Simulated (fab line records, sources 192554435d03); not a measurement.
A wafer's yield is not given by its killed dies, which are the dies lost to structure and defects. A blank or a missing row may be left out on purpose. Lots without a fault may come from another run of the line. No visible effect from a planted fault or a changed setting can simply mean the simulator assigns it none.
Which tool was responsible? | flow n5 finfet | 27 wafers from 9 lots sampled at 7 of the route's 1938 steps

WHAT EACH GAUGE READ, for each wafer
N5_MOL_CONTACT_COAG_OVL_MEAS_85.
lot  | measured     | on         | VG_OVL (nm)
L857 | day 5 22:49  | overlay-02 | 1.0 0.7 0.2
L864 | day 7 10:29  | overlay-02 | 0.4 0.1 0.5
L866 | day 8 02:44  | overlay-02 | 0.0 -0.4 -0.4
L867 | day 8 06:58  | overlay-01 | 0.2 -0.2 -0.6
L870 | day 9 01:22  | overlay-02 | 0.0 0.3 0.7
L872 | day 9 12:54  | overlay-01 | 0.0 0.4 0.5
L873 | day 10 00:11 | overlay-01 | 0.3 0.4 0.5
L875 | day 10 11:22 | overlay-01 | 0.1 0.2 1.0
L876 | day 11 06:06 | overlay-01 | 1.3 0.5 2.7

N5_MOL_CONTACT_COAG_INSPECT_57: inspects for defects (brightfield).
lot  | measured     | on                | raw defect count
L857 | day 5 22:53  | defect inspect-02 | 167 173 129
L864 | day 7 10:32  | defect inspect-02 | 229 251 768
L866 | day 8 02:47  | defect inspect-02 | 130 187 120
L867 | day 8 07:01  | defect inspect-01 | 180 246 176
L870 | day 9 01:25  | defect inspect-01 | 230 244 167
L872 | day 9 12:57  | defect inspect-02 | 184 107 172
L873 | day 10 00:15 | defect inspect-02 | 245 188 153
L875 | day 10 11:25 | defect inspect-02 | 156 239 104
L876 | day 11 06:09 | defect inspect-01 | 224 223 228

N5_MOL_CONTACT_COAG_INSPECT_42: inspects for defects (brightfield).
lot  | measured     | on                | raw defect count
L857 | day 6 00:08  | defect inspect-01 | 205 183 145
L864 | day 7 12:05  | defect inspect-01 | 231 282 792
L866 | day 8 04:25  | defect inspect-02 | 137 190 130
L867 | day 8 08:25  | defect inspect-01 | 189 252 206
L870 | day 9 02:45  | defect inspect-01 | 217 249 156
L872 | day 9 14:30  | defect inspect-01 | 183 134 195
L873 | day 10 01:30 | defect inspect-01 | 255 221 165
L875 | day 10 13:04 | defect inspect-02 | 155 231 107
L876 | day 11 07:35 | defect inspect-01 | 238 209 229

N5_BEOL_M4_RC_MEAS_101.
lot  | measured     | on        | DIBL_N (mV/V)  | DIBL_P (mV/V)  | IOFF_N (nA/um)    | IOFF_P (nA/um)    | ION_N (uA/um) | ION_P (uA/um) | SS_N (mV/dec)  | SS_P (mV/dec)  | VT_N (mV)         | VT_P (mV)
L857 | day 8 14:12  | prober-02 | 39.3 36.8 35.7 | 38.5 36.2 34.4 | 0.174 0.132 0.116 | 0.185 0.155 0.142 | 669 662 657   | 447 446 444   | 72.4 71.7 71.4 | 74.5 72.9 73.5 | 252.2 253.1 258.6 | -256.8 -256.9 -256.9
L864 | day 10 04:52 | prober-01 | 37.0 36.2 35.5 | 36.6 35.5 34.2 | 0.162 0.148 0.134 | 0.231 0.208 0.188 | 680 674 671   | 472 463 462   | 71.5 71.1 71.2 | 73.0 72.7 71.7 | 248.9 249.8 249.6 | -249.5 -251.7 -250.8
L866 | day 10 14:14 | prober-01 | 35.9 35.8 35.6 | 38.8 39.1 38.8 | 0.157 0.153 0.147 | 0.192 0.191 0.182 | 673 665 672   | 458 458 452   | 71.7 71.6 71.8 | 73.6 73.8 73.1 | 249.1 251.6 252.3 | -254.4 -251.8 -254.5
L867 | day 10 14:43 | prober-02 | 36.2 35.1 34.2 | 36.7 35.4 33.9 | 0.164 0.143 0.132 | 0.205 0.187 0.176 | 681 671 671   | 464 459 458   | 71.7 71.8 71.3 | 72.6 72.5 72.5 | 250.9 252.5 251.3 | -250.8 -251.6 -253.4
L870 | day 12 01:38 | prober-01 | 33.6 34.6 35.3 | 33.9 35.4 36.2 | 0.125 0.136 0.144 | 0.181 0.197 0.205 | 662 671 667   | 457 463 457   | 70.7 71.0 71.8 | 72.4 73.3 73.4 | 255.2 252.1 253.1 | -250.4 -249.0 -250.7
L872 | day 12 06:35 | prober-02 | 38.0 37.6 37.0 | 37.3 37.1 36.4 | 0.181 0.163 0.157 | 0.232 0.225 0.221 | 661 672 671   | 451 461 463   | 72.6 72.0 71.7 | 73.1 73.5 73.4 | 249.9 252.3 250.5 | -248.6 -251.1 -250.3
L873 | day 12 18:36 | prober-01 | 35.8 38.0 36.2 | 35.5 37.1 35.9 | 0.135 0.161 0.139 | 0.225 0.260 0.243 | 662 656 655   | 466 461 458   | 70.9 72.7 71.7 | 73.0 73.9 73.3 | 253.4 249.9 252.5 | -250.0 -247.8 -245.9
L875 | day 12 23:37 | prober-02 | 38.7 37.7 38.3 | 40.7 40.3 41.4 | 0.203 0.184 0.213 | 0.250 0.238 0.267 | 671 675 679   | 462 457 461   | 73.0 72.1 72.4 | 74.1 74.4 73.9 | 248.8 249.9 248.1 | -248.9 -249.7 -247.8
L876 | day 13 22:59 | prober-01 | 34.7 35.0 35.2 | 34.7 35.3 36.0 | 0.130 0.134 0.145 | 0.191 0.199 0.215 | 662 679 672   | 459 466 464   | 71.6 70.6 71.2 | 72.5 72.7 72.4 | 253.3 251.0 250.8 | -251.2 -248.1 -249.1

WHICH TOOL RAN EACH LOT (tool, then ch and the chambers of the sampled wafers, then the start)
lot  | N5_MOL_CONTACT_COAG_ANNEAL_113   | N5_MOL_CONTACT_COAG_PECVD_31   | N5_MOL_CONTACT_COAG_ETCH_90
L857 | rtp anneal-02 ch 0, day 5 15:55  | pecvd-02 ch 1,2, day 5 22:27   | rie diel-05 ch 0,2, day 5 22:59
L864 | rtp anneal-01 ch 0, day 7 03:52  | pecvd-02 ch 0,1,2, day 7 09:59 | rie diel-05 ch 0,1,3, day 7 10:39
L866 | rtp anneal-01 ch 0, day 7 21:17  | pecvd-04 ch 0,1,2, day 8 02:14 | rie diel-06 ch 0,1,2, day 8 02:52
L867 | rtp anneal-02 ch 0, day 8 00:23  | pecvd-03 ch 1,2, day 8 06:36   | rie diel-05 ch 0,1,2, day 8 07:07
L870 | rtp anneal-01 ch 0, day 8 18:25  | pecvd-03 ch 0,1,2, day 9 00:59 | rie diel-05 ch 0,3, day 9 01:35
L872 | rtp anneal-01 ch 0, day 9 08:16  | pecvd-04 ch 0,1,2, day 9 12:31 | rie diel-02 ch 0,2,3, day 9 13:14
L873 | rtp anneal-02 ch 0, day 9 16:49  | pecvd-03 ch 0,1,2, day 9 23:40 | rie diel-02 ch 1,2, day 10 00:20
L875 | rtp anneal-01 ch 0, day 10 04:21 | pecvd-02 ch 1,2, day 10 10:50  | rie diel-06 ch 0,2, day 10 11:42
L876 | rtp anneal-02 ch 0, day 10 21:23 | pecvd-04 ch 0,2, day 11 05:43  | rie diel-06 ch 0,2, day 11 06:14
- N5_MOL_CONTACT_COAG_ANNEAL_113: time 300 s.
- N5_MOL_CONTACT_COAG_PECVD_31: deposits SiO2 from TEOS/O2, target thk 46 nm, time 8.9 s.
- N5_MOL_CONTACT_COAG_ETCH_90: etches SiARC in CF4, target depth 13 nm, time 21.7 s.

AS READ BY THE TOOLS THEMSELVES (means over the sampled wafers that have a number; for cases with no such wafer, the mark the record gives instead)
N5_MOL_CONTACT_COAG_ANNEAL_113.
lot  | tool          | lamp power pct (%) | lamp_zone_7_pct (%) | wafer_temp_C_max
L857 | rtp anneal-02 | 2.87               | 3.02                | 401.0
L864 | rtp anneal-01 | 2.48               | 2.60                | 402.5
L866 | rtp anneal-01 | 2.48               | 2.60                | 402.1
L867 | rtp anneal-02 | 2.87               | 3.02                | 401.2
L870 | rtp anneal-01 | 2.48               | 2.60                | 402.1
L872 | rtp anneal-01 | 2.47               | 2.60                | 401.7
L873 | rtp anneal-02 | 2.87               | 3.02                | 401.4
L875 | rtp anneal-01 | 2.47               | 2.60                | 402.5
L876 | rtp anneal-02 | 2.87               | 3.02                | 401.5

N5_MOL_CONTACT_COAG_ETCH_90.
lot  | tool        | drypump motor current A (A) | etch rf on time s (s) | oes product au (a.u.) | rf vpp V (V) | showerhead plenum p Torr (Torr) | throttle valve pct (%)
L857 | rie diel-05 | 5.8                         | 21.4                  | 0.70                  | 185.0        | 2.13                            | 15.58
L864 | rie diel-05 | 5.5                         | 21.4                  | 0.73                  | 183.4        | 2.10                            | 15.48
L866 | rie diel-06 | 5.9                         | 21.6                  | 0.76                  | 183.4        | 2.11                            | 15.46
L867 | rie diel-05 | 5.6                         | 21.3                  | 0.79                  | 185.0        | 2.12                            | 15.43
L870 | rie diel-05 | 5.7                         | 21.2                  | 0.68                  | 182.9        | 2.09                            | 15.55
L872 | rie diel-02 | 6.0                         | 22.0                  | 0.61                  | 183.4        | 2.10                            | 16.00
L873 | rie diel-02 | 5.4                         | 22.1                  | 0.62                  | 184.5        | 2.10                            | 15.80
L875 | rie diel-06 | 5.9                         | 21.5                  | 0.77                  | 183.1        | 2.10                            | 15.29
L876 | rie diel-06 | 5.8                         | 21.7                  | 0.76                  | 183.7        | 2.09                            | 15.41

THE ANSWER, worked out from the rows above alone
Rule: the usual values come from the lots themselves. The widest of any qualifying gaps counts: lots, ordered by their means at a reading, are off when they make up no more than a third of the lots, leave a main group of 4 or more, and stand apart from it by 3 or more times the standard deviation of that group's means. If all means in a main group match to the digits the tables above print for the reading, that group is not used. Also off: a lot with no number at a reading for which 4 or more lots have one. The other lots that the step has rows for count as sound. The gauges are gone through in route order, then the tools' own readings, and for those a lot's mean is taken as printed above. At the first step where some lot is off, the reading lying furthest off is the one used; lots without a number count as furthest.
Off: L864, at N5_MOL_CONTACT_COAG_INSPECT_57 (raw defect count). The main group: mean 182, standard deviation 28.
If a tool, at a process step before that reading, ran all the lots that are off and no sound lot after the first of them, it fits. The gauges at N5_MOL_CONTACT_COAG_INSPECT_57 aren't tried: what is off there is off at N5_MOL_CONTACT_COAG_INSPECT_42 too, on other tools, and a gauge's error can't cause that. None of those tried fits.

WHAT WAS PUT IN BY THE SIMULATOR
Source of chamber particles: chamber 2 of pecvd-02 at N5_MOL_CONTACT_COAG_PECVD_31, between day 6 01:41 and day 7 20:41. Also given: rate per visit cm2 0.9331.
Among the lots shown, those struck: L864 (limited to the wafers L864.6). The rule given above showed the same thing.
